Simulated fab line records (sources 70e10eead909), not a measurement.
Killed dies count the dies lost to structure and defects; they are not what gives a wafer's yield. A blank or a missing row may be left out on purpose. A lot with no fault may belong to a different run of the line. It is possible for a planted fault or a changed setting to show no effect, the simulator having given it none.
fab line records    flow nandHarc
[record] lots = 13  wafers = 39  lastDay = 32
route steps=1302 shown A_DECK1_JOINT@539 A_BONDPAD@1222 THIN_TSV@1295 END@1302
lots that met no fault: taken from a fault-free run of the same line
startH: hours from the record's opening day to when the first of the lot's shown wafers began    waitH: hours elapsed since this lot's preceding step    " identical to the entry in the row above    L1.1+2: several wafers, shown together as one row    - either no value or no given start    * or withheld: withheld    < > ~ a bound
route shown NAME@n: names a module that has steps shown in the file, with the first one's number in the route    usual: average and standard deviation across the fault-free wafers    same: alike in all rows    chamber/n: place in a boat    sites: readings site by site    _std_site: standard deviation across them    _edge_site: mean of outer sites minus mean of inner sites    radiusMm: for every site, how far away it sits from the centre of the wafer    mask NAME#n: copy n    behind: the tool/chamber that last shaped the wafer    hold: why the lot went on hold/how many hours it stayed there/how the hold came to an end    device: names the non-switching transistor (n, p or np)    end of line: tests of these same wafers at the route's end    a step without rows: its recipe alone    killed: at the first sort, the dies lost to defects and structure; wafer yield is something else    map: a wafer's dies, marking killed ones x, the rest . and places with no die _
set.NAME: setting as actually run; set.NAME@STEP: the setting as run at that earlier step    model.NAME: the simulator's own value behind a step, which no gauge read
one table for each step of the route and one row for each wafer, over a sample of lots
services: when a tool's chamber went out of use (startH, in hours from the record's first day, below 0 if earlier), for how many hours, and the reason
[[steps]]
[step NHARC_A_DECK1_JOINT_CMP_02]
[recipe] material = SiOx
[usual] motorCurrentA = 11.8/1
lot.wafer  tool    chamber  startH  waitH  motorCurrentA
L537.1     cmp-01  2        263.06  0.4    12.0
L537.5     "       0        "       "      11.6
L537.6     "       1        "       "      10.8
L539.3     cmp-01  0        280.11  0.4    11.2
L539.1     "       1        "       "      10.6
L539.6     "       2        "       "      12.2
L538.4     cmp-03  1        280.13  0.4    12.9
L538.3     "       2        "       "      12.3
L538.6     "       3        "       "      11.8
L540.4     cmp-02  1        303.51  0.4    9.2
L540.3     "       3        "       "      12.2
L540.6     "       0        "       "      12.5
L542.3     cmp-01  0        314.60  0.4    11.6
L542.2     "       2        "       "      12.2
L542.6     "       1        "       "      10.9
L543.2     cmp-01  0        331.40  0.4    10.8
L543.1     "       2        "       "      11.5
L543.4     "       3        "       "      12.8
L544.3     cmp-03  3        341.47  0.4    11.4
L544.5     "       1        "       "      12.7
L544.6     "       2        "       "      11.8
L546.4     cmp-02  3        360.85  0.4    11.6
L546.2     "       0        "       "      12.2
L546.3     "       1        "       "      9.7
L545.3     cmp-01  2        360.88  0.4    12.8
L545.5     "       1        "       "      11.4
L545.6     "       2        "       "      11.9
L547.3     cmp-01  2        373.37  0.4    12.2
L547.6     "       2        "       "      12.2
L547.5     "       3        "       "      13.1
L550.1     cmp-03  0        413.54  0.4    10.8
L550.4     "       2        "       "      12.7
L550.6     "       0        "       "      11.1
L554.3     cmp-01  2        440.90  0.4    12.7
L554.1     "       3        "       "      13.7
L554.5     "       1        "       "      10.7
L556.4     cmp-01  2        474.52  0.4    12.0
L556.3     "       3        "       "      12.8
L556.5     "       2        "       "      12.9
[step NHARC_A_BONDPAD_STRIP_15]
[recipe] o2FlowSccm = 500  arFlowSccm = 0  biasW = 0  chemistry = O2
[usual] drypumpMotorCurrentA = 5.7/0.54  mfcArSccm = 0.011/0.013  oesProductAu = 0.998/0.01  rfVppV = 57.8/0.85  showerheadPlenumPTorr = 3.50/0.15  throttleValvePct = 17.037/0.01
lot.wafer  tool        chamber  startH  waitH  drypumpMotorCurrentA  mfcArSccm  oesProductAu  rfHoursCounterH  rfVppV  showerheadPlenumPTorr  throttleValvePct
L537.1     rieDiel-09  1        526.80  0.1    5.6                   0.040      0.990         0                57.9    3.33                   17.046
L537.6     "           2        "       "      4.9                   0.005      1.004         -                56.5    3.36                   17.020
L537.5     "           3        "       "      5.8                   0.026      0.985         -                57.1    3.38                   17.045
L539.1     rieDiel-10  0        534.01  0.1    5.3                   0.006      0.991         26               57.8    3.55                   17.047
L539.3     "           1        "       "      6.5                   0          0.996         21               58.5    3.59                   17.043
L539.6     "           0        "       "      5.3                   0.006      0.984         -                58.1    3.55                   17.035
L538.4     rieDiel-10  3        547.15  0.1    6.6                   0.021      1.012         26               57.2    3.48                   17.045
L538.3     "           0        "       "      5.3                   0.006      0.994         28               58.3    3.55                   17.039
L538.6     "           1        "       "      6.5                   0          1.001         -                59.1    3.59                   17.044
L540.4     rieDiel-03  1        556.80  0.1    5.3                   0          0.982         29               57.5    3.60                   17.040
L540.3     "           2        "       "      6.1                   0          1.004         27               56.8    3.30                   17.023
L540.6     "           1        "       "      5.3                   0          0.993         -                57.2    3.60                   17.031
L542.2     rieDiel-10  1        563.94  0.1    6.5                   0          0.991         25               58.3    3.59                   17.038
L542.3     "           2        "       "      5.8                   0.030      1.000         24               58.8    3.73                   17.020
L542.6     "           2        "       "      5.8                   0.030      1.002         -                57.4    3.73                   17.033
L544.3     rieDiel-09  3        603.18  0.1    5.9                   0.026      0.998         2                57.3    3.38                   17.010
L544.6     "           2        "       "      4.9                   0.005      1.008         -                58.2    3.36                   17.045
L544.5     "           3        "       "      5.8                   0.026      0.990         -                57.1    3.38                   17.043
L543.2     rieDiel-09  2        615.65  0.1    4.9                   0.005      0.998         2                57.4    3.36                   17.024
L543.1     "           3        "       "      5.8                   0.026      0.994         2                57.7    3.38                   17.054
L543.4     "           3        "       "      5.8                   0.026      1.001         -                58.2    3.38                   17.030
L546.4     rieDiel-10  2        622.08  0.1    5.8                   0.030      0.998         2                58.6    3.72                   17.045
L546.3     "           3        "       "      6.5                   0.021      1.000         2                57.3    3.47                   17.035
L546.2     "           0        "       "      5.3                   0.006      1.002         2                58.0    3.55                   17.042
L545.3     rieDiel-09  2        624.38  0.1    4.9                   0.005      0.997         3                57.3    3.36                   17.037
L545.6     "           3        "       "      5.8                   0.026      1.007         -                58.3    3.38                   17.048
L545.5     "           1        "       "      5.6                   0.040      1.006         -                55.8    3.33                   17.049
L547.3     rieDiel-03  3        627.65  0.1    5.3                   0          0.996         48               57.4    3.74                   17.044
L547.6     "           1        "       "      5.3                   0          1.004         -                58.3    3.59                   17.031
L547.5     "           3        "       "      5.3                   0          0.997         -                58.9    3.74                   17.043
L550.4     rieDiel-10  2        657.06  0.1    5.8                   0.030      0.989         11               57.3    3.72                   17.041
L550.1     "           0        "       "      5.3                   0.006      1.007         10               58.8    3.54                   17.028
L550.6     "           2        "       "      5.8                   0.030      0.984         -                57.2    3.72                   17.028
L554.1     rieDiel-10  2        682.98  0.1    5.8                   0.030      0.993         14               58.1    3.72                   17.040
L554.3     "           3        "       "      6.6                   0.021      0.995         11               58.0    3.47                   17.039
L554.5     "           2        "       "      5.8                   0.030      0.985         -                57.5    3.71                   17.047
L556.3     rieDiel-03  3        722.03  0.1    5.3                   0          1.008         25               57.8    3.73                   17.012
L556.4     "           0        "       "      5.5                   0          1.008         26               58.8    3.36                   17.042
L556.5     "           2        "       "      6.1                   0          0.999         -                57.6    3.28                   17.034
[step NHARC_A_BONDPAD_THK_MEAS_20]
[recipe] thkMeasGauge = xrf
[usual] thkNm = 169.6/1.3
lot.wafer  tool          chamber  startH  waitH  thkNm
L537.1     filmMetro-01  -        528.70  -      170.9
L537.5     "             -        "       "      165.9
L537.6     "             -        "       "      171.5
L539.1     filmMetro-02  -        535.97  -      168.3
L539.3     "             -        "       "      170.1
L539.6     "             -        "       "      167.5
L538.3     filmMetro-02  -        549.08  -      168.6
L538.4     "             -        "       "      169.2
L538.6     "             -        "       "      169.8
L540.3     filmMetro-02  -        558.75  -      168.7
L540.4     "             -        "       "      170.7
L540.6     "             -        "       "      170.0
L542.2     filmMetro-01  -        565.91  -      169.7
L542.3     "             -        "       "      169.8
L542.6     "             -        "       "      169.0
L544.3     filmMetro-01  -        605.19  -      169.8
L544.5     "             -        "       "      171.9
L544.6     "             -        "       "      170.6
L543.1     filmMetro-02  -        617.89  -      170.5
L543.2     "             -        "       "      170.0
L543.4     "             -        "       "      168.7
L546.2     filmMetro-02  -        624.07  -      171.3
L546.3     "             -        "       "      172.7
L546.4     "             -        "       "      168.7
L545.3     filmMetro-01  -        626.39  -      170.2
L545.5     "             -        "       "      169.8
L545.6     "             -        "       "      169.5
L547.3     filmMetro-01  -        629.65  -      170.9
L547.5     "             -        "       "      169.5
L547.6     "             -        "       "      169.8
L550.1     filmMetro-02  -        659.01  -      168.9
L550.4     "             -        "       "      169.8
L550.6     "             -        "       "      170.5
L554.1     filmMetro-02  -        684.96  -      170.6
L554.3     "             -        "       "      170.6
L554.5     "             -        "       "      169.6
L556.3     filmMetro-01  -        724.02  -      170.0
L556.4     "             -        "       "      171.0
L556.5     "             -        "       "      171.6
[step NHARC_THIN_TSV_ETCH_36]
[recipe] targetDepthA = 650  overEtchFrac = 0.3  timeS = 18.571  ionEnergyEv = 150  chemistry = Cl2/BCl3
[usual] drypumpMotorCurrentA = 6.01/0.26  oesProductAu = 0.997/0.01
lot.wafer  tool         chamber  startH  waitH  drypumpMotorCurrentA  oesProductAu  rfHoursCounterH
L537.1     rieMetal-03  1        547.59  0.2    6.16                  0.981         0.4
L537.6     "            1        "       "      6.16                  0.991         -
L537.5     "            0        "       "      6.25                  0.995         -
L539.1     rieMetal-02  0        554.71  0.2    5.79                  1.002         1.5
L539.3     "            0        "       "      5.78                  1.012         -
L539.6     "            1        "       "      5.84                  0.998         -
L538.4     rieMetal-02  1        570.09  0.1    5.78                  0.990         -
L538.3     "            0        "       "      5.78                  1.004         -
L538.6     "            1        "       "      5.79                  0.983         -
L540.4     rieMetal-03  1        577.42  0.1    6.19                  0.973         -
L540.3     "            0        "       "      6.28                  0.995         -
L540.6     "            0        "       "      6.27                  0.986         -
L542.2     rieMetal-03  1        587.42  0.2    6.16                  0.993         1.3
L542.3     "            0        "       "      6.24                  0.993         -
L542.6     "            1        "       "      6.16                  0.986         -
L544.3     rieMetal-02  0        624.56  0.1    5.78                  1.005         -
L544.5     "            0        "       "      5.77                  1.011         -
L544.6     "            1        "       "      5.84                  0.981         -
L543.1     rieMetal-01  1        638.24  0.2    6.42                  0.996         1.0
L543.2     "            0        "       "      5.80                  1.001         1.0
L543.4     "            0        "       "      5.81                  0.999         -
L545.3     rieMetal-03  0        642.98  0.2    6.23                  0.999         -
L545.6     "            1        "       "      6.17                  0.985         -
L545.5     "            0        "       "      6.27                  1.001         -
L546.2     rieMetal-02  0        644.23  0.2    5.78                  1.007         0.4
L546.3     "            1        "       "      5.81                  0.988         -
L546.4     "            0        "       "      5.77                  1.018         -
L547.3     rieMetal-01  0        653.04  0.1    5.74                  0.992         -
L547.6     "            1        "       "      6.43                  0.993         -
L547.5     "            0        "       "      5.74                  0.998         -
L550.1     rieMetal-01  1        678.17  0.2    6.45                  1.002         1.7
L550.4     "            1        "       "      6.47                  0.987         -
L550.6     "            1        "       "      6.44                  0.993         -
L554.1     rieMetal-02  0        704.97  0.2    5.78                  1.015         1.8
L554.3     "            0        "       "      5.75                  1.016         -
L554.5     "            1        "       "      5.80                  0.995         -
L556.4     rieMetal-01  1        745.71  0.2    6.42                  0.999         -
L556.3     "            0        "       "      5.83                  0.984         -
L556.5     "            0        "       "      5.78                  0.983         -
[step NHARC_END_SORT_01]
[recipe] tempC = 25
[usual] killedAtArray = 52/18  killedAtOther = 1.2/1.5  killedAtPeriphery = 4/3.2  killedDies = 57/17  killedOpen = 3.1/1.9  killedShort = 2.5/1.7
[same] grossDies = 677
lot.wafer  tool       chamber  startH  waitH  killedAtArray  killedAtOther  killedAtPeriphery  killedDies  killedOpen  killedShort
L554.1     prober-01  0        715.14  2.5    49             0              1                  50          5           0
L554.3     prober-01  0        716.73  3.1    253            0              0                  253         2           1
L554.5     prober-01  0        718.32  3.7    56             0              1                  57          4           1
L556.3     prober-01  0        755.81  3.1    80             2              4                  86          1           3
L556.4     prober-01  0        756.60  3.4    237            1              5                  243         3           3
L556.5     prober-01  0        757.39  3.7    257            4              5                  266         3           3
// killed by level:class
L554.1 A_CHANNEL_HOLE_D1:chamberFilmFlake=19 A_STAIRCASE:chamberFilmFlake=9 A_CONTACT:chamberFilmFlake=5 A_BLC:chamberFilmFlake=5 A_BLC:geometricParticle:open=3 A_SLIT:chamberFilmFlake=3 A_CHANNEL_FILL_D1:chamberFilmFlake=2 P_M0:geometricParticle:open=1
L554.3 A_DECK1_JOINT:unspecified=196 A_CHANNEL_HOLE_D1:chamberFilmFlake=31 A_STAIRCASE:chamberFilmFlake=10 A_BLC:chamberFilmFlake=3 A_WL_FILL:chamberFilmFlake=3 A_CONTACT:chamberFilmFlake=3 A_SLIT:chamberFilmFlake=2 A_CHANNEL_HOLE_D1:geometricParticle:short=1
L554.5 A_CHANNEL_HOLE_D1:chamberFilmFlake=33 A_STAIRCASE:chamberFilmFlake=6 A_SLIT:chamberFilmFlake=3 A_CONTACT:chamberFilmFlake=3 A_CHANNEL_FILL_D1:chamberFilmFlake=2 A_SGD_CUT:chamberFilmFlake=2 A_BLC:chamberFilmFlake=2 P_GATE:geometricParticle:open=1
L556.3 A_SLIT:chamberFilmFlake=38 A_CHANNEL_HOLE_D2:chamberFilmFlake=15 A_CHANNEL_HOLE_D1:chamberFilmFlake=13 A_ZERO_WELL:chamberFilmFlake=5 P_M1:chamberFilmFlake=4 A_STAIRCASE:chamberFilmFlake=3 THIN_TSV:chamberFilmFlake=2 A_ONON_D1:geometricParticle:short=1
L556.4 A_DECK1_JOINT:unspecified=174 A_SLIT:chamberFilmFlake=26 A_CHANNEL_HOLE_D2:chamberFilmFlake=15 A_CHANNEL_HOLE_D1:chamberFilmFlake=10 P_M1:chamberFilmFlake=3 A_CONTACT:chamberFilmFlake=3 A_WL_FILL:chamberFilmFlake=2 P_GATE:geometricParticle:open=1
L556.5 A_DECK1_JOINT:unspecified=190 A_SLIT:chamberFilmFlake=33 A_CHANNEL_HOLE_D2:chamberFilmFlake=16 P_M1:chamberFilmFlake=4 THIN_TSV:chamberFilmFlake=4 A_ZERO_WELL:chamberFilmFlake=3 A_CHANNEL_HOLE_D1:chamberFilmFlake=2 A_STAIRCASE:chamberFilmFlake=2
[[services]]
tool        chamber  startH  hours  kind
rieDiel-10  -        242.50  9.0    pm
cmp-01      -        259.23  0.2    repair
cmp-01      -        283.50  4.0    pm
rieDiel-10  3        320.90  4.5    repair
cmp-01      -        337.22  3.2    repair
cmp-01      -        376.20  0.6    repair
cmp-01      -        381.50  4.0    pm
rieDiel-10  0        395.85  1.4    repair
rieDiel-10  -        419.50  9.0    pm
rieDiel-10  1        438.41  4.6    repair
rieDiel-10  2        450.94  11.7   repair
rieDiel-10  1        471.98  14.2   repair
rieDiel-10  3        473.26  5.6    repair
cmp-01      -        479.50  4.0    pm
cmp-01      -        498.05  0.9    repair
cmp-01      -        550.88  32.5   repair
rieDiel-10  0        565.13  10.6   repair
rieDiel-10  1        570.87  4.5    repair
cmp-01      -        583.38  4.0    pm
cmp-01      -        597.54  1.1    repair
cmp-01      -        680.49  2.2    repair
cmp-01      -        682.72  4.0    pm
cmp-01      -        721.11  1.7    repair
cmp-01      -        743.36  1.9    repair
[[key]]
[firstSign] step = NHARC_END_SORT_01  reading = killedDies  direction = up  sigmas = 12  usual = 57  struck = 254
[effect] step = NHARC_END_SORT_01  reading = killedAtArray  direction = up  sigmas = 11  usual = 52  struck = 249
[moreKillsBornAt] NHARC_A_DECK1_JOINT_CMP_02@cmp-01 = 560
metAt NHARC_A_DECK1_JOINT_CMP_02
struckLots L554,L556
struckWafers L554.3,L556.4,L556.5
testerLeftOut L554,L556
notActingAt NHARC_A_BONDPAD_STRIP_15,NHARC_A_BONDPAD_THK_MEAS_20,NHARC_THIN_TSV_ETCH_36
onsetBetween 373.37 440.90
[fault] kind = chamberParticleSource  tool = cmp-01  chamber = 2  onsetH = 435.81  steps = NHARC_A_DECK1_JOINT_CMP_02  ratePerVisitCm2 = 0.38757  endH = 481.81
// testerLeftOut: of these lots the tester's yield and bins aren't shown, on N5 and GAA mostly nor the transistor test; their killed dies are dies lost to structure and defects alone, not to doping, threshold or leakage, so they don't give the yield
